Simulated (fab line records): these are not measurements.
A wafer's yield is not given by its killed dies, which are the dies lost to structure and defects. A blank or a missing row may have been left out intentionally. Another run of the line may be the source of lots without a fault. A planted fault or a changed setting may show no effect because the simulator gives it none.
fab line records	flow nand-harc
record: lots: 24	wafers: 72	last-day: 27
route steps=1159 shown P_M1@310 P_BONDPAD@365 A_ZERO_WELL@403 A_CHANNEL_FILL_D1@496
lots untouched by any fault: they come from a run of this same line in which no faults occurred
start-h: start of the lot's first displayed wafer, in hours after the record's first day	wait-h: hours since the lot's step before	" same as the row above	L1.1+2: a single row standing in for several wafers	- no value, or no start was given	* or withheld: withheld	< > ~ a bound
route shown NAME@n: a module of which the file shows steps, and the number in the route of the first	usual: mean/standard deviation of fault-free wafers	same: alike in all rows	chamber/n: place in a boat	sites: per-site readings	_std_site: their standard deviation	_edge_site: mean of outer sites minus mean of inner sites	radius-mm: how far each site lies from the wafer's centre	mask NAME#n: copy n	behind: the most recent tool/chamber to have shaped the wafer	hold: cause of the lot's hold/its duration in hours/its outcome	device: the n, p or np transistor that did not switch	end of line: the same wafers' tests at the end of the route	a step with no rows: only its recipe	killed: dies that structure and defects cost at the first sort, which is not the same as the wafer's yield	map: a wafer's dies, marking killed ones x, the rest . and places with no die _
set.NAME: the setting the step ran with; set.NAME@STEP: the setting that earlier step ran with	model.NAME: the simulator's own value behind a step, which no gauge read
one table for each step of the route and one row for each wafer, over a sample of lots
services: a tool's chamber out of use, with start hour (start-h, from the record's first day; less than 0 if before it), hours out, and reason
== steps ==
step: NHARC_P_M1_ANNEAL_31
recipe: temp-c: 225	time-s: 90
usual: wafer_temp_C_max: 226.3/0.41
lot.wafer	tool	chamber	start-h	wait-h	wafer_temp_C_max
L074.1	rtp-anneal-02	0	112.03	0.3	226.5
L074.5	"	0	"	"	226.9
L074.6	"	0	"	"	227.0
L075.2	rtp-anneal-01	0	133.84	0.3	225.9
L075.3	"	0	"	"	226.0
L075.6	"	0	"	"	225.9
L076.1	rtp-anneal-01	0	135.04	0.3	226.0
L076.3	"	0	"	"	225.9
L076.4	"	0	"	"	226.1
L077.1	rtp-anneal-01	0	137.76	-	226.2
L077.4	"	0	"	"	226.0
L077.6	"	0	"	"	226.0
L078.1	rtp-anneal-02	0	143.40	-	226.3
L078.4	"	0	"	"	226.6
L078.5	"	0	"	"	226.1
L079.4	rtp-anneal-01	0	151.07	-	225.8
L079.5	"	0	"	"	226.2
L079.6	"	0	"	"	226.0
L080.1	rtp-anneal-02	0	164.68	0.3	226.5
L080.2	"	0	"	"	226.8
L080.4	"	0	"	"	226.4
L082.2	rtp-anneal-02	0	165.86	-	226.2
L082.4	"	0	"	"	226.6
L082.6	"	0	"	"	227.0
L081.2	rtp-anneal-02	0	167.02	0.4	226.5
L081.3	"	0	"	"	226.6
L081.4	"	0	"	"	226.4
L084.1	rtp-anneal-02	0	174.83	0.3	227.1
L084.3	"	0	"	"	226.5
L084.5	"	0	"	"	226.6
L083.3	rtp-anneal-01	0	175.61	-	225.6
L083.5	"	0	"	"	226.0
L083.6	"	0	"	"	225.8
L085.4	rtp-anneal-01	0	201.07	-	226.0
L085.5	"	0	"	"	226.0
L085.6	"	0	"	"	225.8
L088.2	rtp-anneal-01	0	202.16	0.6	226.1
L088.5	"	0	"	"	226.2
L088.6	"	0	"	"	226.0
L086.2	rtp-anneal-01	0	202.47	-	226.1
L086.4	"	0	"	"	226.3
L086.6	"	0	"	"	226.0
L087.4	rtp-anneal-02	0	215.76	-	226.6
L087.5	"	0	"	"	226.0
L087.6	"	0	"	"	226.0
L090.1	rtp-anneal-02	0	223.08	0.3	227.1
L090.2	"	0	"	"	226.9
L090.5	"	0	"	"	226.9
L089.2	rtp-anneal-02	0	226.40	0.4	227.5
L089.3	"	0	"	"	226.6
L089.6	"	0	"	"	226.8
L091.1	rtp-anneal-01	0	227.33	0.3	226.0
L091.3	"	0	"	"	226.1
L091.4	"	0	"	"	225.9
L092.2	rtp-anneal-01	0	229.03	0.4	226.1
L092.5	"	0	"	"	226.1
L092.6	"	0	"	"	225.6
L094.1	rtp-anneal-02	0	239.05	-	226.7
L094.5	"	0	"	"	226.5
L094.6	"	0	"	"	226.5
L093.1	rtp-anneal-02	0	243.77	0.3	226.5
L093.2	"	0	"	"	226.7
L093.5	"	0	"	"	226.8
L095.1	rtp-anneal-01	0	248.73	0.3	226.2
L095.2	"	0	"	"	226.0
L095.6	"	0	"	"	226.0
L096.2	rtp-anneal-01	0	250.89	-	225.7
L096.5	"	0	"	"	225.8
L096.6	"	0	"	"	225.8
L097.3	rtp-anneal-02	0	267.91	0.3	226.6
L097.4	"	0	"	"	227.0
L097.6	"	0	"	"	226.3
step: NHARC_P_BONDPAD_OVL_MEAS_38
usual: overlay-x-nm: 1/5.9	overlay-y-nm: 0/6.9
lot.wafer	tool	chamber	start-h	wait-h	overlay-x-nm	overlay-y-nm
L074.1	overlay-02	-	119.03	-	-8	-4
L074.5	"	-	"	"	-8	-4
L074.6	"	-	"	"	-7	-5
L075.2	overlay-02	-	140.89	-	-3	8
L075.3	"	-	"	"	-3	7
L075.6	"	-	"	"	-3	7
L076.1	overlay-01	-	142.15	-	-8	-4
L076.3	"	-	"	"	-7	-4
L076.4	"	-	"	"	-7	-3
L077.1	overlay-02	-	144.57	-	0	-11
L077.4	"	-	"	"	0	-10
L077.6	"	-	"	"	0	-10
L078.1	overlay-01	-	150.40	-	3	8
L078.4	"	-	"	"	3	7
L078.5	"	-	"	"	3	8
L079.4	overlay-01	-	157.52	-	-4	3
L079.5	"	-	"	"	-4	3
L079.6	"	-	"	"	-3	2
L080.1	overlay-02	-	171.58	-	1	0
L080.2	"	-	"	"	1	0
L080.4	"	-	"	"	2	0
L082.2	overlay-01	-	172.70	-	-1	7
L082.4	"	-	"	"	-2	7
L082.6	"	-	"	"	-2	7
L081.2	overlay-01	-	174.52	-	17	-2
L081.3	"	-	"	"	16	-1
L081.4	"	-	"	"	17	-2
L084.1	overlay-01	-	181.61	-	1	-2
L084.3	"	-	"	"	1	-2
L084.5	"	-	"	"	1	-3
L083.3	overlay-02	-	182.63	-	5	-4
L083.5	"	-	"	"	4	-5
L083.6	"	-	"	"	4	-4
L085.4	overlay-01	-	208.20	-	2	12
L085.5	"	-	"	"	2	12
L085.6	"	-	"	"	2	12
L088.2	overlay-02	-	209.31	-	4	4
L088.5	"	-	"	"	4	4
L088.6	"	-	"	"	4	5
L086.2	overlay-02	-	209.95	-	4	-1
L086.4	"	-	"	"	5	-1
L086.6	"	-	"	"	5	-1
L087.4	overlay-01	-	222.68	-	-2	5
L087.5	"	-	"	"	-2	5
L087.6	"	-	"	"	-1	5
L090.1	overlay-01	-	231.36	-	-5	10
L090.2	"	-	"	"	-5	10
L090.5	"	-	"	"	-5	10
L089.2	overlay-01	-	233.26	-	10	8
L089.3	"	-	"	"	10	8
L089.6	"	-	"	"	10	8
L091.1	overlay-01	-	235.50	-	11	-9
L091.3	"	-	"	"	11	-8
L091.4	"	-	"	"	12	-8
L092.2	overlay-01	-	236.43	-	-5	3
L092.5	"	-	"	"	-5	3
L092.6	"	-	"	"	-5	4
L094.1	overlay-01	-	245.93	-	-1	-12
L094.5	"	-	"	"	-1	-11
L094.6	"	-	"	"	-1	-11
L093.1	overlay-02	-	250.60	-	3	-14
L093.2	"	-	"	"	3	-14
L093.5	"	-	"	"	3	-14
L095.1	overlay-01	-	255.50	-	5	-4
L095.2	"	-	"	"	4	-5
L095.6	"	-	"	"	5	-4
L096.2	overlay-02	-	257.63	-	5	-5
L096.5	"	-	"	"	5	-4
L096.6	"	-	"	"	5	-5
L097.3	overlay-02	-	275.18	-	-6	-3
L097.4	"	-	"	"	-6	-4
L097.6	"	-	"	"	-7	-3
step: NHARC_P_BONDPAD_DEGAS_25
recipe: temp-c: 300	time-s: 60
usual: heater-power-w: 485/42
lot.wafer	tool	chamber	start-h	wait-h	heater-power-w
L074.1	pvd-sputter-03	-	120.10	-	529
L074.6	"	-	"	"	521
L074.5	"	-	"	"	475
L075.3	pvd-sputter-01	-	142.19	-	471
L075.2	"	-	"	"	483
L075.6	"	-	"	"	478
L076.1	pvd-sputter-01	-	143.22	-	525
L076.4	"	-	"	"	483
L076.3	"	-	"	"	469
L077.1	pvd-sputter-03	-	145.65	-	399
L077.4	"	-	"	"	471
L077.6	"	-	"	"	407
L078.4	pvd-sputter-03	-	151.52	-	398
L078.1	"	-	"	"	523
L078.5	"	-	"	"	485
L079.4	pvd-sputter-03	-	158.73	-	485
L079.6	"	-	"	"	536
L079.5	"	-	"	"	516
L080.1	pvd-sputter-03	-	172.65	-	476
L080.2	"	-	"	"	389
L080.4	"	-	"	"	516
L082.2	pvd-sputter-03	-	173.79	-	528
L082.4	"	-	"	"	489
L082.6	"	-	"	"	523
L081.4	pvd-sputter-03	-	175.59	-	528
L081.3	"	-	"	"	482
L081.2	"	-	"	"	393
L084.3	pvd-sputter-01	-	182.69	-	506
L084.1	"	-	"	"	474
L084.5	"	-	"	"	520
L083.3	pvd-sputter-03	-	183.88	-	526
L083.6	"	-	"	"	394
L083.5	"	-	"	"	532
L085.4	pvd-sputter-01	-	209.29	-	486
L085.6	"	-	"	"	466
L085.5	"	-	"	"	516
L088.2	pvd-sputter-03	-	210.41	-	470
L088.5	"	-	"	"	396
L088.6	"	-	"	"	504
L086.2	pvd-sputter-01	-	211.06	-	499
L086.4	"	-	"	"	472
L086.6	"	-	"	"	506
L087.4	pvd-sputter-03	-	223.77	-	529
L087.6	"	-	"	"	522
L087.5	"	-	"	"	483
L090.1	pvd-sputter-03	-	232.48	-	533
L090.2	"	-	"	"	473
L090.5	"	-	"	"	479
L089.3	pvd-sputter-01	-	234.32	-	513
L089.2	"	-	"	"	495
L089.6	"	-	"	"	476
L091.3	pvd-sputter-03	-	236.56	-	398
L091.1	"	-	"	"	507
L091.4	"	-	"	"	481
L092.2	pvd-sputter-02	-	237.50	-	427
L092.5	"	-	"	"	490
L092.6	"	-	"	"	435
L094.1	pvd-sputter-03	-	247.02	-	496
L094.6	"	-	"	"	527
L094.5	"	-	"	"	521
L093.2	pvd-sputter-03	-	251.67	-	465
L093.1	"	-	"	"	411
L093.5	"	-	"	"	514
L095.2	pvd-sputter-02	-	256.74	-	494
L095.1	"	-	"	"	558
L095.6	"	-	"	"	486
L096.2	pvd-sputter-01	-	258.74	-	504
L096.6	"	-	"	"	463
L096.5	"	-	"	"	507
L097.3	pvd-sputter-01	-	276.25	-	486
L097.4	"	-	"	"	517
L097.6	"	-	"	"	484
step: NHARC_P_BONDPAD_PVD_27
recipe: target-thk-a: 300	chamber-pressure-pa: 5	power-w: 5000	substrate-temp-c: 30	time-s: 20.49	material: Cu
usual: throttle-valve-pct: 29.8/1
lot.wafer	tool	chamber	start-h	wait-h	throttle-valve-pct
L074.1	pvd-sputter-03	-	-	-	29.2
L074.6	"	-	"	"	28.8
L074.5	"	-	"	"	29.0
L075.3	pvd-sputter-01	-	-	-	28.0
L075.2	"	-	"	"	29.3
L075.6	"	-	"	"	28.5
L076.1	pvd-sputter-01	-	-	-	29.4
L076.3	"	-	"	"	30.6
L076.4	"	-	"	"	30.7
L077.1	pvd-sputter-03	-	-	-	30.2
L077.4	"	-	"	"	31.2
L077.6	"	-	"	"	29.1
L078.1	pvd-sputter-03	-	-	-	30.3
L078.4	"	-	"	"	29.2
L078.5	"	-	"	"	30.6
L079.4	pvd-sputter-03	-	-	-	28.9
L079.6	"	-	"	"	30.7
L079.5	"	-	"	"	30.4
L080.4	pvd-sputter-03	-	-	-	30.8
L080.1	"	-	"	"	30.4
L080.2	"	-	"	"	28.9
L082.4	pvd-sputter-03	-	-	-	31.2
L082.2	"	-	"	"	29.0
L082.6	"	-	"	"	29.0
L081.2	pvd-sputter-03	-	-	-	30.2
L081.3	"	-	"	"	28.8
L081.4	"	-	"	"	29.1
L084.1	pvd-sputter-01	-	-	-	31.1
L084.3	"	-	"	"	28.7
L084.5	"	-	"	"	28.5
L083.3	pvd-sputter-03	-	-	-	30.8
L083.5	"	-	"	"	29.1
L083.6	"	-	"	"	29.2
L085.4	pvd-sputter-01	-	-	-	28.7
L085.6	"	-	"	"	30.3
L085.5	"	-	"	"	27.9
L088.2	pvd-sputter-03	-	-	-	29.0
L088.6	"	-	"	"	29.0
L088.5	"	-	"	"	29.0
L086.4	pvd-sputter-01	-	-	-	30.0
L086.2	"	-	"	"	28.0
L086.6	"	-	"	"	30.5
L087.4	pvd-sputter-03	-	-	-	30.8
L087.5	"	-	"	"	30.4
L087.6	"	-	"	"	29.1
L090.1	pvd-sputter-03	-	-	-	28.9
L090.2	"	-	"	"	31.2
L090.5	"	-	"	"	29.2
L089.3	pvd-sputter-01	-	-	-	28.3
L089.2	"	-	"	"	28.3
L089.6	"	-	"	"	28.6
L091.1	pvd-sputter-03	-	236.98	0.1	28.7
L091.4	"	-	"	"	29.2
L091.3	"	-	"	"	31.1
L092.2	pvd-sputter-02	-	-	-	29.2
L092.6	"	-	"	"	30.3
L092.5	"	-	"	"	30.5
L094.1	pvd-sputter-03	-	-	-	28.9
L094.6	"	-	"	"	29.1
L094.5	"	-	"	"	31.2
L093.1	pvd-sputter-03	-	-	-	31.1
L093.2	"	-	"	"	30.4
L093.5	"	-	"	"	28.9
L095.2	pvd-sputter-02	-	-	-	28.8
L095.1	"	-	"	"	30.4
L095.6	"	-	"	"	30.1
L096.2	pvd-sputter-01	-	-	-	28.4
L096.6	"	-	"	"	30.4
L096.5	"	-	"	"	27.9
L097.3	pvd-sputter-01	-	-	-	31.0
L097.4	"	-	"	"	30.2
L097.6	"	-	"	"	28.7
step: NHARC_A_ZERO_WELL_DESCUM_12
recipe: time-s: 3	o2-flow-sccm: 200	ar-flow-sccm: 0	bias-power-w: 0	chemistry: O2
usual: drypump-motor-current-A: 5.5/0.37	oes-product-au: 1.002/0.0081	rf-vpp-V: 57.8/0.98	showerhead-plenum-p-Torr: 1.93/0.09	throttle-valve-pct: 11.311/0.0088
lot.wafer	tool	chamber	start-h	wait-h	drypump-motor-current-A	oes-product-au	rf-hours-counter-h	rf-vpp-V	showerhead-plenum-p-Torr	throttle-valve-pct
L074.1	rie-diel-06	1	123.25	-	6.1	1.006	6	58.1	2.06	11.321
L074.5	"	0	"	"	5.8	0.981	-	57.6	1.78	11.314
L074.6	"	1	"	"	6.1	1.002	-	58.3	2.06	11.297
L075.2	rie-diel-05	2	145.30	-	5.1	0.997	9	57.2	1.82	11.316
L075.3	"	0	"	"	5.1	1.010	10	58.0	1.90	11.306
L075.6	"	0	"	"	5.1	0.999	-	58.9	1.89	11.308
L076.1	rie-diel-05	3	146.44	-	5.1	1.003	10	57.2	1.93	11.303
L076.3	"	0	"	"	5.1	1.004	10	56.6	1.90	11.312
L076.4	"	2	"	"	5.1	1.001	-	56.9	1.82	11.325
L077.1	rie-diel-05	2	148.78	-	5.1	1.012	9	56.7	1.82	11.305
L077.4	"	3	"	"	5.2	1.011	-	57.4	1.93	11.307
L077.6	"	0	"	"	5.1	1.001	-	57.4	1.90	11.306
L078.1	rie-diel-05	0	154.51	-	5.1	1.000	10	57.5	1.89	11.312
L078.4	"	1	"	"	6.2	0.998	9	57.2	1.90	11.323
L078.5	"	3	"	"	5.2	1.007	-	58.2	1.93	11.314
L079.4	rie-diel-02	3	161.69	-	5.5	1.000	0	57.7	1.88	11.314
L079.5	"	1	"	"	5.5	1.008	-	56.8	2.05	11.297
L079.6	"	2	"	"	5.9	0.996	-	59.3	2.06	11.322
L080.2	rie-diel-06	0	175.71	-	5.8	0.991	11	56.9	1.78	11.305
L080.1	"	1	"	"	6.1	0.998	11	57.4	2.06	11.310
L080.4	"	2	"	"	5.6	0.996	10	58.6	1.91	11.303
L082.2	rie-diel-06	0	176.77	-	5.9	1.002	11	58.3	1.78	11.307
L082.4	"	2	"	"	5.6	0.984	10	56.3	1.91	11.314
L082.6	"	3	"	"	5.1	0.994	-	57.5	2.05	11.295
L081.3	rie-diel-06	1	178.70	-	6.1	1.011	11	55.8	2.06	11.304
L081.2	"	2	"	"	5.6	0.992	10	57.0	1.91	11.314
L081.4	"	0	"	"	5.7	1.004	11	56.7	1.78	11.327
L084.1	rie-diel-02	2	185.81	-	5.8	1.003	2	58.4	2.06	11.318
L084.3	"	3	"	"	5.5	0.995	2	58.0	1.88	11.315
L084.5	"	3	"	"	5.5	0.993	-	58.5	1.88	11.318
L083.3	rie-diel-02	2	186.87	-	5.9	1.000	2	57.9	2.06	11.309
L083.6	"	3	"	"	5.5	0.998	-	57.1	1.88	11.329
L083.5	"	0	"	"	6.0	1.015	-	58.5	1.87	11.324
L085.4	rie-diel-06	2	212.40	-	5.6	0.996	14	57.6	1.91	11.308
L085.5	"	2	"	"	5.6	0.986	-	56.6	1.91	11.319
L085.6	"	3	"	"	5.1	0.998	-	57.6	2.04	11.312
L088.2	rie-diel-05	3	213.37	-	5.2	1.006	3	58.3	1.93	11.311
L088.6	"	0	"	"	5.1	1.014	-	57.6	1.89	11.312
L088.5	"	1	"	"	6.2	1.007	-	56.8	1.90	11.318
L086.2	rie-diel-02	2	214.04	-	5.8	0.994	4	57.9	2.06	11.298
L086.6	"	3	"	"	5.5	0.988	-	57.4	1.88	11.308
L086.4	"	2	"	"	5.8	0.992	-	57.7	2.06	11.321
L087.4	rie-diel-02	2	226.87	-	5.9	1.003	5	57.5	2.06	11.316
L087.5	"	2	"	"	5.8	1.002	-	57.4	2.06	11.326
L087.6	"	3	"	"	5.5	0.990	-	57.3	1.88	11.291
L090.2	rie-diel-05	3	235.62	-	5.2	1.004	4	57.6	1.93	11.307
L090.1	"	2	"	"	5.1	0.999	4	58.1	1.82	11.314
L090.5	"	0	"	"	5.1	1.011	-	57.7	1.89	11.298
L089.3	rie-diel-05	3	237.68	-	5.2	1.005	5	59.0	1.93	11.309
L089.2	"	2	"	"	5.1	0.992	4	58.3	1.82	11.316
L089.6	"	0	"	"	5.1	1.008	-	56.6	1.89	11.310
L091.3	rie-diel-05	3	240.30	-	5.2	1.001	5	58.1	1.93	11.309
L091.1	"	2	"	"	5.2	0.996	4	57.4	1.82	11.331
L091.4	"	2	"	"	5.1	1.004	-	59.2	1.82	11.311
L092.2	rie-diel-02	3	241.06	-	5.5	0.999	6	58.2	1.88	11.318
L092.6	"	1	"	"	5.5	0.998	-	58.6	2.05	11.319
L092.5	"	2	"	"	5.8	0.993	-	57.8	2.06	11.307
L094.1	rie-diel-02	0	250.13	-	6.0	0.998	5	58.0	1.87	11.325
L094.6	"	2	"	"	5.8	0.998	-	58.6	2.06	11.286
L094.5	"	3	"	"	5.5	0.987	-	56.4	1.88	11.313
L093.2	rie-diel-06	2	254.76	-	5.6	0.998	0	58.2	1.91	11.307
L093.1	"	3	"	"	5.2	1.002	0	57.7	2.04	11.314
L093.5	"	3	"	"	5.2	1.007	-	58.5	2.04	11.311
L095.1	rie-diel-05	2	259.71	-	5.1	1.016	6	57.9	1.82	11.308
L095.2	"	0	"	"	5.1	1.011	6	58.7	1.89	11.303
L095.6	"	2	"	"	5.1	1.005	-	57.4	1.82	11.322
L096.2	rie-diel-05	2	261.90	-	5.1	1.010	6	56.1	1.82	11.315
L096.6	"	1	"	"	6.2	1.000	-	57.8	1.90	11.309
L096.5	"	2	"	"	5.1	0.998	-	57.7	1.82	11.310
L097.3	rie-diel-02	0	279.32	-	6.0	1.005	8	57.2	1.87	11.304
L097.4	"	1	"	"	5.5	1.003	6	60.7	2.05	11.313
L097.6	"	3	"	"	5.5	0.982	-	59.4	1.88	11.306
step: NHARC_A_CHANNEL_FILL_D1_ALD_16
recipe: target-thk-a: 15	pulse-time-s: 10	ald-cycles: 15	temp-c: 300	material: SiO2
usual: heater-power-w: 460/35	precursor-pulse-height-rel: 1.003/0.017
lot.wafer	tool	chamber	start-h	wait-h	heater-power-w	precursor-pulse-height-rel
L074.1	ald-hk-03	0	181.24	1.2	504	0.984
L074.5	"	0	"	"	496	1.030
L074.6	"	1	"	"	420	1.016
L076.4	ald-hk-03	0	209.51	0.0	493	0.990
L076.3	"	1	"	"	415	0.991
L076.1	"	2	"	"	392	1.002
L075.2	ald-hk-04	2	209.51	0.0	478	1.004
L075.3	"	0	"	"	434	0.995
L075.6	"	2	"	"	469	0.998
L077.4	ald-hk-01	1	209.57	0.1	493	1.012
L077.1	"	2	"	"	533	0.992
L077.6	"	0	"	"	431	1.005
L078.1	ald-hk-03	3	214.25	0.0	460	1.039
L078.4	"	1	"	"	427	1.005
L078.5	"	0	"	"	493	1.028
L079.4	ald-hk-01	1	220.03	0.0	478	0.998
L079.6	"	1	"	"	483	1.006
L079.5	"	2	"	"	514	1.030
L081.4	ald-hk-04	2	240.09	4.7	473	1.025
L081.3	"	3	"	"	474	1.007
L081.2	"	0	"	"	442	0.997
L082.4	ald-hk-04	2	240.22	4.8	466	0.998
L082.2	"	3	"	"	465	0.999
L082.6	"	3	"	"	469	0.973
L080.1	ald-hk-03	1	245.03	0.0	418	1.030
L080.2	"	2	"	"	375	1.005
L080.4	"	3	"	"	465	1.011
L084.3	ald-hk-01	1	253.47	0.1	478	0.971
L084.1	"	2	"	"	509	1.010
L084.5	"	2	"	"	510	1.023
L083.3	ald-hk-04	3	253.49	0.1	461	1.011
L083.6	"	2	"	"	457	0.987
L083.5	"	3	"	"	482	0.984
L086.4	ald-hk-04	3	270.32	0.1	466	0.967
L086.2	"	1	"	"	509	1.010
L086.6	"	2	"	"	457	1.023
L088.2	ald-hk-01	1	270.35	0.1	480	1.013
L088.5	"	2	"	"	509	1.001
L088.6	"	3	"	"	450	1.018
L085.4	ald-hk-04	3	274.31	0.1	469	1.010
L085.5	"	2	"	"	466	0.988
L085.6	"	3	"	"	459	1.006
L087.4	ald-hk-03	2	285.81	0.1	384	1.021
L087.5	"	0	"	"	479	1.018
L087.6	"	1	"	"	432	1.002
L089.3	ald-hk-01	3	292.90	0.0	451	1.024
L089.2	"	0	"	"	457	0.982
L089.6	"	3	"	"	436	0.976
L090.2	ald-hk-03	3	292.93	0.1	478	1.012
L090.1	"	1	"	"	423	0.966
L090.5	"	3	"	"	464	1.023
L091.4	ald-hk-03	1	302.71	0.0	419	0.988
L091.1	"	3	"	"	471	1.014
L091.3	"	0	"	"	494	1.026
L092.2	ald-hk-01	1	306.93	0.1	489	1.005
L092.5	"	3	"	"	454	1.019
L092.6	"	0	"	"	456	0.990
L094.1	ald-hk-03	1	310.63	0.1	421	1.020
L094.6	"	0	"	"	494	1.041
L094.5	"	1	"	"	416	0.992
L093.2	ald-hk-04	0	310.71	0.2	452	1.019
L093.1	"	1	"	"	499	1.023
L093.5	"	2	"	"	466	0.980
L095.1	ald-hk-01	1	320.86	2.7	473	1.010
L095.2	"	3	"	"	438	1.009
L095.6	"	0	"	"	450	0.999
L096.2	ald-hk-01	3	321.08	3.0	451	0.967
L096.6	"	0	"	"	450	1.017
L096.5	"	1	"	"	490	1.018
L097.4	ald-hk-03	1	336.40	0.3	410	0.994
L097.3	"	3	"	"	451	1.035
L097.6	"	2	"	"	433	0.959
== services ==
tool	chamber	start-h	hours	kind
pvd-sputter-03	-	102.00	10.0	pm
pvd-sputter-01	-	124.79	1.1	repair
rie-diel-05	1	136.55	16.8	repair
ald-hk-03	-	144.00	10.0	pm
rie-diel-02	-	150.70	9.0	pm
pvd-sputter-01	-	158.00	10.0	pm
rie-diel-05	-	163.60	9.0	pm
rie-diel-06	2	165.20	3.2	repair
rie-diel-06	2	169.35	5.5	repair
ald-hk-04	-	186.18	10.0	pm
rie-diel-05	2	196.12	5.2	repair
rie-diel-02	3	196.72	6.7	repair
pvd-sputter-03	-	204.12	0.7	repair
rie-diel-02	1	210.53	15.4	repair
ald-hk-01	-	228.00	10.0	pm
rie-diel-05	-	232.53	0.5	repair
rie-diel-05	1	238.32	8.1	repair
pvd-sputter-03	-	280.06	10.0	pm
rtp-anneal-02	-	300.00	12.0	pm
rie-diel-02	-	317.42	0.2	repair
pvd-sputter-01	-	318.74	12.3	repair
rie-diel-02	-	327.70	9.0	pm
rie-diel-05	2	331.45	1.7	repair
pvd-sputter-01	-	336.00	10.0	pm
== key ==
fault none
